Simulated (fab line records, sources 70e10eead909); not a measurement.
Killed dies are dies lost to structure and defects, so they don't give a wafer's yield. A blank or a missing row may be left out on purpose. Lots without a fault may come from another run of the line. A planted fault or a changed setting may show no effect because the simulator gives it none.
fab line records | flow nand_harc
record lots=6 wafers=18 last_day=25
route steps=1159 shown P_STI@107 P_GATE@110
lots that met no fault: from a run of the same line without faults
start_h: hours from the record's first day to the start of the lot's first wafer shown | wait_h: hours since the lot's step before | " the same as in the row above | L1.1+2: a row that stands for several wafers | - no value, or no start given | * or withheld: withheld | < > ~ a bound
route shown NAME@n: a module of which the file shows steps, and the number in the route of the first | usual: mean/standard deviation of fault-free wafers | same: alike in all rows | chamber/n: place in a boat | sites: the reading at each site | _std_site: their standard deviation | _edge_site: outer sites' mean less inner sites' | radius_mm: how far each site lies from the wafer's centre | mask NAME#n: copy n | behind: the tool/chamber that last shaped the wafer | hold: why the lot was held/for how many hours/how that ended | device: the transistor (n, p or np) that didn't switch | end of line: the same wafers' tests at the end of the route | a step without rows: its recipe alone | killed: dies lost to structure and defects at the first sort, not the wafer's yield | map: a wafer's dies, x killed, . not, _ none there
set.NAME: the setting as run; set.NAME@STEP: as run at that earlier step | model.NAME: the simulator's own value behind a step, which no gauge read
lots at some steps of the route; a table a step, a row a wafer
services: from which hour (start_h, from the record's first day; less than 0 if before it) a tool's chamber was out of use, for how many hours, and why
## steps
# step NHARC_P_STI_SRD_39
# step NHARC_P_STI_OXIDE_40
# recipe target_thk_a=100 temp_c=900 ox_time_s=1362 material=SiO2
# step NHARC_P_STI_INSPECT_25
# usual raw_defect_count=209/66
# columns lot.wafer tool chamber start_h wait_h raw_defect_count
L858.1 defect_inspect-01 - 72.59 0.4 127
L858.2 " - " " 173
L858.5 " - " " 116
L860.4 defect_inspect-02 - 80.58 0.4 132
L860.5 " - " " 144
L860.6 " - " " 234
L867.1 defect_inspect-01 - 119.23 0.4 161
L867.4 " - " " 258
L867.6 " - " " 227
L866.1 defect_inspect-02 - 119.25 0.4 238
L866.2 " - " " 237
L866.3 " - " " 393
L871.2 defect_inspect-02 - 142.80 0.4 149
L871.3 " - " " 127
L871.4 " - " " 193
L879.4 defect_inspect-02 - 198.07 0.4 225
L879.5 " - " " 118
L879.6 " - " " 156
# step NHARC_P_GATE_ETCH_69
# recipe target_depth_a=140 chemistry=dHF material=SiO2
# step NHARC_P_GATE_PRECLEAN_70
# recipe time_s=* temp_c=50 bath_age_min=0 chemistry=SC1
# step NHARC_P_GATE_SRD_01
# step NHARC_P_GATE_OXIDE_02
# recipe target_thk_a=375 temp_c=950 p_h2o_torr=720 ox_time_s=365 material=SiO2
# step NHARC_P_GATE_DEHYDRATE_03
# recipe temp_c=150 time_s=120
# step NHARC_P_GATE_HMDS_04
# recipe time_s=30
# step NHARC_P_GATE_COAT_05
# recipe spin_rpm=4690
# step NHARC_P_GATE_SOFTBAKE_06
# recipe temp_c=122 time_s=95
# step NHARC_P_GATE_EBR_07
# step NHARC_P_GATE_EXPOSE_08
# recipe na=0.6 dose_mj=16.75 mask_id=P_HV
# columns lot.wafer tool chamber start_h wait_h mask model.P_GATE.overlay_x_nm
L858.1+2+5 krf_scanner-01 0 80.35 - P_HV#0 2.445
L860.4+5+6 krf_scanner-03 0 88.58 - P_HV#0 -3.985
L867.1+4+6 krf_scanner-01 0 130.05 - P_HV#0 29.36
L866.1+2+3 krf_scanner-01 0 130.09 - P_HV#0 26.72
L871.2+3+4 krf_scanner-04 0 150.69 - P_HV#0 -7.788
L879.4+5+6 krf_scanner-04 0 206.70 - P_HV#0 -1.865
# step NHARC_P_GATE_PEB_09
# recipe peb_temp_c=118 peb_time_s=85
## services
# columns tool chamber start_h hours kind
krf_scanner-01 - 84.00 4.0 pm
krf_scanner-03 - 87.61 0.6 repair
krf_scanner-03 0 118.41 - calibration
krf_scanner-04 - 126.00 4.0 pm
krf_scanner-03 - 155.53 6.3 repair
krf_scanner-03 - 168.00 4.0 pm
krf_scanner-01 0 203.09 - calibration
## key
first_sign none at tools or gauges
model_effect step=NHARC_P_GATE_EXPOSE_08 value=P_GATE.overlay_x_nm without=2.782 struck=28.04
met_at NHARC_P_GATE_EXPOSE_08
struck_wafers L866.1,L866.2,L866.3,L867.1,L867.4,L867.6
tester_left_out L866,L867
onset_between 80.35 130.05
fault kind=scanner_matching_overlay tool=krf_scanner-01 chamber=- onset_h=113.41 steps=NHARC_P_GATE_EXPOSE_08 offset=25.26
# tester_left_out: of these lots the tester's yield and bins aren't shown, on N5 and GAA mostly nor the transistor test; their killed dies are dies lost to structure and defects alone, not to doping, threshold or leakage, so they don't give the yield
